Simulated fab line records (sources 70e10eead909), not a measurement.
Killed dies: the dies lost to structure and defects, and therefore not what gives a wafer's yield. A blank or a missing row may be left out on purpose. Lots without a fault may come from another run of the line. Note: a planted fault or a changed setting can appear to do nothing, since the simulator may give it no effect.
Shared-tool check	flow nand_harc	24 wafers sampled across 8 lots

WHY IT WAS OPENED
On 2 of the 8 lots, a flag is raised at NHARC_END_SORT_01 on the reading sort_rim_yield_pct. Wafers without a fault read 97.7 %, standard deviation 1.5.
Rule: a lot gets a flag if all its wafers with a number sit over 4 standard deviations from that mean, or if no wafer of it has a number. The rest of the lots are taken to be sound.

lot	measured	on	sort_rim_yield_pct (%), wafer by wafer	flag
L175	day 19 05:39	prober-01	99.1 99.1 97.2	
L178	day 19 13:36	prober-02	98.1 98.1 99.1	
L176	day 19 21:26	prober-01	100.0 96.2 96.2	
L181	day 20 17:20	prober-02	96.2 98.1 99.1	
L184	day 22 08:44	prober-01	70.8 64.2 57.5	FLAGGED
L185	day 22 15:37	prober-02	70.8 57.5 70.8	FLAGGED
L190	day 23 07:27	prober-01	100.0 99.1 99.1	
L194	day 24 05:10	prober-02	97.2 100.0 94.3	
Average over the flagged lots: 65.3 %; offset from the usual -32.4 %, equal to -22 standard deviations.

TOOL THAT RAN EACH LOT
3 process steps preceding the reading are held in the record, out of 1159 steps in the route. Every cell lists first the tool, next ch and the chambers used by the sampled wafers, and last the start.
lot	flag	NHARC_A_M1_CMP_23	NHARC_A_BONDPAD_PVD_17	NHARC_THIN_TSV_GRIND_00
L175		cmp-02 ch 0,1, day 17 15:58	pvd_sputter-03, day 18 12:36 or earlier	grinder-01 ch 0, day 18 12:36
L178		cmp-04 ch 0,1,2, day 18 01:47	pvd_sputter-03, day 18 19:41 or earlier	grinder-01 ch 0, day 18 19:41
L176		cmp-03 ch 0,2,3, day 18 02:53	pvd_sputter-03, day 18 23:14 or earlier	grinder-01 ch 0, day 18 23:14
L181		cmp-03 ch 0,1,3, day 19 07:53	pvd_sputter-02, day 19 23:21 or earlier	grinder-01 ch 0, day 19 23:21
L184	FLAGGED	cmp-02 ch 0,2,3, day 20 06:52	pvd_sputter-01, day 21 04:36 or earlier	grinder-01 ch 0, day 21 04:36
L185	FLAGGED	cmp-02 ch 0,1,2, day 20 16:57	pvd_sputter-03, day 21 13:07 or earlier	grinder-01 ch 0, day 21 13:07
L190		cmp-03 ch 0,1,2, day 21 18:54	pvd_sputter-03, day 22 13:04 or earlier	grinder-01 ch 0, day 22 13:04
L194		cmp-04 ch 0,1,3, day 22 12:25	pvd_sputter-02, day 23 04:10 or earlier	grinder-01 ch 0, day 23 04:10
What the steps here do:
- NHARC_A_M1_CMP_23: polishes, t overpolish 20 s, target thk 154.34 nm.
- NHARC_A_BONDPAD_PVD_17: deposits TaN, target thk 5 nm, time 8.06 s.
- NHARC_THIN_TSV_GRIND_00
- NHARC_END_SORT_01

FLAGGED AGAINST TOTAL, ONE TOOL AT A TIME (gauges that did the reading follow at the end)
step	tool	lots run	flagged	share of the flagged lots	sound lots run after its first flagged lot
NHARC_A_M1_CMP_23	cmp-02	3	2	all	0
NHARC_A_M1_CMP_23	cmp-03	3	0	none	-
NHARC_A_M1_CMP_23	cmp-04	2	0	none	-
NHARC_A_BONDPAD_PVD_17	pvd_sputter-01	1	1	some	0
NHARC_A_BONDPAD_PVD_17	pvd_sputter-02	2	0	none	-
NHARC_A_BONDPAD_PVD_17	pvd_sputter-03	5	1	some	1 (L190)
NHARC_THIN_TSV_GRIND_00	grinder-01	8	2	all	2 (L190,L194)
NHARC_END_SORT_01	prober-01	4	1	some	1 (L190)
NHARC_END_SORT_01	prober-02	4	1	some	1 (L194)
NHARC_A_BONDPAD_PVD_17 gives no start for some lots, so the hours and the order of its lots are those of NHARC_THIN_TSV_GRIND_00.

THE TABLE: WHAT IT ALLOWS
2 rows of the table ran every flagged lot: cmp-02 at NHARC_A_M1_CMP_23, grinder-01 at NHARC_THIN_TSV_GRIND_00.
- cmp-02 at NHARC_A_M1_CMP_23: 2 of its 3 lots flagged. Its last sound lot is L175 (day 17 15:58), its first flagged lot L184 (day 20 06:52): a fault that began between those two fits.
- grinder-01 at NHARC_THIN_TSV_GRIND_00: 2 of its 8 lots flagged. After the first flagged lot (L190, L194), sound lots still ran on it; a lasting fault on the whole tool would not permit that.
Left over: one tool, cmp-02 at NHARC_A_M1_CMP_23.

WHAT WAS PUT IN BY THE SIMULATOR
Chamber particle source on cmp-02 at NHARC_A_M1_CMP_23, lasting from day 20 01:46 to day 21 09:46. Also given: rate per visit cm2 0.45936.
Lots struck among those shown: L184, L185. The rule above reached the same finding.
